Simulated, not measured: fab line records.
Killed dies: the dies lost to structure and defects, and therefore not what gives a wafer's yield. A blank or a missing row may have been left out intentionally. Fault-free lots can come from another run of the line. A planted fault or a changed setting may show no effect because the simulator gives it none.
A lot that was struck, set against a sound lot    flow nand_harc    14 steps out of a route of 1159
Sound: these wafers, L403.1, L403.2, L403.4. Struck: wafers L405.3, L405.5, L405.6. At the end, the cause is stated.
Each step with rows lists, per side, the tool, then ch with its chambers, then its first start. Under that, the readings that differ: sound wafers    struck wafers    difference of the means    sigmas: that difference in standard deviations of wafers without a fault.
alike: words and numbers the same on both sides, and readings whose means are apart by under 2 such deviations; not compared: readings that were withheld, readings missing a value for some wafer, numbers with overlapping values and no deviation given by the record, and bounds like >300 which may hide the same value.
A row with sigmas, a row that says differs or no value, or rows on one side alone: a step with any of these is where the two part. Numbers that have no deviation but don't overlap get no sigmas and don't part them. Lack of a reading on every wafer of one side parts them only where that side has two or more wafers.

NHARC_THIN_TSV_CMP_01: polishes.
  sound on cmp-02 ch 1,2,3, day 20 23:10; struck on cmp-02 ch 2,3, day 21 09:02
  alike: motor_current_A, retaining_ring_pressure_frac
NHARC_THIN_TSV_THK_MEAS_02: measures by ir.
  sound: film_metro-01 at day 20 23:25; struck: film_metro-02 at day 21 09:17
  alike: thk_nm
then, 3 steps without rows for these wafers: NHARC_THIN_TSV_SRD_03; NHARC_THIN_TSV_PRECLEAN_41 (cleans in SC1); NHARC_THIN_TSV_SRD_42.
NHARC_THIN_TSV_DEP_43: deposits SiO2, target thk 1328.5 nm.
  sound on pecvd-01 ch 0,1, day 20 23:39; struck on pecvd-02 ch 1,2, day 21 09:34
  alike: throttle_valve_pct
then, 6 steps without rows for these wafers: NHARC_THIN_TSV_DEHYDRATE_04 (time 120 s); NHARC_THIN_TSV_HMDS_05 (time 30 s); NHARC_THIN_TSV_COAT_06; NHARC_THIN_TSV_SOFTBAKE_07 (time 95 s); NHARC_THIN_TSV_EBR_08; NHARC_THIN_TSV_EXPOSE_09 (exposes mask TSV).
NHARC_THIN_TSV_PEB_10: peb time 85 s.
  struck on litho_track-05, day 21 10:19; sound on litho_track-02 ch 0, day 21 00:24
  no value came back on the struck wafers for chill_plate_temp_C (C), exhaust_pa (Pa), heater_power_total_W (W); on the sound wafers chill_plate_temp_C (C) reads 22.87 23.06 23.08
then, 1 step without rows for these wafers: NHARC_THIN_TSV_DEVELOP_11 (time 70 s).

WHERE THEY PART
Within this record, at NHARC_THIN_TSV_PEB_10 only.

WHY: what had been put in by the simulator
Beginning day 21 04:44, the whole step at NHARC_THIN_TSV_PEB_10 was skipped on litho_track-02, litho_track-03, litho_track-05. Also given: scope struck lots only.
